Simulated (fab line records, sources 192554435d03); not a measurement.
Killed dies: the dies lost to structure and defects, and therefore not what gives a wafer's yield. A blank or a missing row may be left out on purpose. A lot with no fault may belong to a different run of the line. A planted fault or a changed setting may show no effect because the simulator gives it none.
One fault seen from 2 desks / flow n5_finfet / only its own numbers are on each desk; what lay behind them is given at the end

== TOOL OWNER'S DESK, ald_metal-04 ==
The tool's own readings at N5_HKMG_FIN_ALD_21 (deposits TiN, target thk 1.5 nm, pulse time 1 s, purge time 3 s): means of the sampled wafers that have a number, for each lot that ran on this tool. A lot is out of limits, marked OUT, if its mean lies more than 4 standard deviations from the usual mean; the brackets give that distance.
Columns: A = heater_power_w at N5_HKMG_FIN_ALD_21, usual 938 W; B = precursor_pulse_height_rel at N5_HKMG_FIN_ALD_21, usual 1.000; C = susceptor_temp_C at N5_HKMG_FIN_ALD_21, usual 400.01 C
lot=L593; first seen here=day 4 14:40; A=1019; B=0.992; C=399.82
lot=L602; first seen here=day 6 18:00; A=965; B=1.006; C=399.89
lot=L605; first seen here=day 7 11:55; A=958; B=1.012; C=399.96
lot=L609; first seen here=day 8 13:53; A=938; B=0.996; C=399.81
lot=L611; first seen here=day 9 03:10; A=985; B=1.014; C=400.13
This desk's finding: nothing out of limits on any of the 5 lots.

== AT THE METROLOGY DESK ==
Means of the sampled wafers that have a number, per lot and without regard to the tool the lot ran on: this is what the gauges read. A lot is out of limits, marked OUT, if its mean lies more than 4 standard deviations from the usual mean; the brackets give that distance. Only the readings that lie furthest out on some lot appear, 7 of the 10 it has.
Columns: A = DIBL_P at N5_BEOL_M4_RC_MEAS_101, usual 36.7 mV/V; B = ION_N at N5_BEOL_M4_RC_MEAS_101, usual 673 uA/um; C = ION_P at N5_BEOL_M4_RC_MEAS_101, usual 461 uA/um; D = SS_N at N5_BEOL_M4_RC_MEAS_101, usual 71.5 mV/dec; E = SS_P at N5_BEOL_M4_RC_MEAS_101, usual 73.4 mV/dec; F = VT_N at N5_BEOL_M4_RC_MEAS_101, usual 250 mV; G = VT_P at N5_BEOL_M4_RC_MEAS_101, usual -251 mV
lot=L593; first seen here=day 7 16:49; A=36.8; B=671; C=454; D=72.0; E=74.1; F=251; G=-253
lot=L602; first seen here=day 10 04:03; A=37.0; B=661; C=456; D=71.7; E=73.7; F=252; G=-253
lot=L604; first seen here=day 10 21:15; A=31.5; B=666; C=465; D=70.6; E=72.5; F=254; G=-249
lot=L605; first seen here=day 10 23:24; A=35.4; B=663; C=451; D=72.0; E=73.4; F=253; G=-251
lot=L609; first seen here=day 12 12:56; A=37.4; B=669; C=466; D=71.0; E=73.2; F=250; G=-246
lot=L611; first seen here=day 13 00:16; A=36.2; B=676; C=460; D=71.3; E=73.2; F=252; G=-254
lot=L613; first seen here=day 13 17:27; A=37.9; B=687; C=470; D=71.6; E=73.5; F=247; G=-247
lot=L614; first seen here=day 14 07:53; A=38.0; B=682; C=470; D=71.2; E=73.5; F=247; G=-250
lot=L615; first seen here=day 14 13:20; A=37.0; B=668; C=454; D=71.3; E=73.2; F=252; G=-256
This desk's finding: nothing out of limits on any of the 9 lots.

== ALL TOGETHER ==
The tool owner's desk saw nothing out of limits.
Nothing out of limits was seen by the metrology desk.

== WHAT THE SIMULATOR HAD INSERTED ==
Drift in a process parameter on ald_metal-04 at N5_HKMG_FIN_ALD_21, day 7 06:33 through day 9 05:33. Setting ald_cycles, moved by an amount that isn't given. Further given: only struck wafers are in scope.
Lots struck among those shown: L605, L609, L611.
